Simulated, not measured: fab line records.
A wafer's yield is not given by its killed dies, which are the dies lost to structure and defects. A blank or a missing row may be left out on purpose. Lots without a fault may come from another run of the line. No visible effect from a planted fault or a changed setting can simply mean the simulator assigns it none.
Chamber matching	flow n5_finfet	rie_diel-03 running N5_BEOL_M4_ETCH_77: 4 sister chambers
The step etches underlayer in N2/H2, target depth 6.5 nm, time 5.2 s. 8 wafers are shown with their chamber, then 12 later ones without.

== WAFERS PAIRED WITH THEIR CHAMBERS ==
wafer	chamber	drypump_motor_current_A (A)	throttle_valve_pct (%)
L081.3	1	6.2	18.47
L081.6	1	6.2	18.47
L083.2	3	6.3	17.74
L083.5	3	6.2	17.75
L089.2	0	5.4	17.48
L090.1	0	5.4	17.50
L090.3	2	5.5	18.12
L090.6	2	5.5	18.11

== WAFERS WHOSE CHAMBER IS MISSING ==
wafer	drypump_motor_current_A (A)	throttle_valve_pct (%)
L091.2	5.4	17.51
L091.4	6.2	17.78
L091.5	6.2	18.10
L092.2	6.2	17.79
L092.4	5.5	18.11
L092.5	6.2	17.79
L095.3	6.2	18.12
L095.5	5.4	17.51
L095.6	6.2	17.80
L097.3	6.2	17.78
L097.4	5.5	18.13
L097.5	6.2	17.79

== EACH ONE'S CHAMBER ==
wafer	from the rows above	in truth
L091.2	0	0
L091.4	3	3
L091.5	2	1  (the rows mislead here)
L092.2	3	3
L092.4	2	2
L092.5	3	3
L095.3	2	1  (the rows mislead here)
L095.5	0	0
L095.6	3	3
L097.3	3	3
L097.4	2	2
L097.5	3	3
Placed correctly: 10 of 12. Left unplaced by these rows: 0. Wrongly placed: 2.
How it was worked out, from the rows above alone: a wafer's distance from a chamber is the root of the sum, over the readings, of the square of ((its reading less the chamber's mean) divided by the reading's scatter). If the next closest chamber is less than 2 further off than the closest, the wafer can't be placed; otherwise it belongs to the closest. The mean given for a chamber averages the wafers shown for that chamber. The scatter: take each reading less its chamber's mean, square it, sum over the shown wafers, divide by the number of wafers less the number of chambers, and take the root.
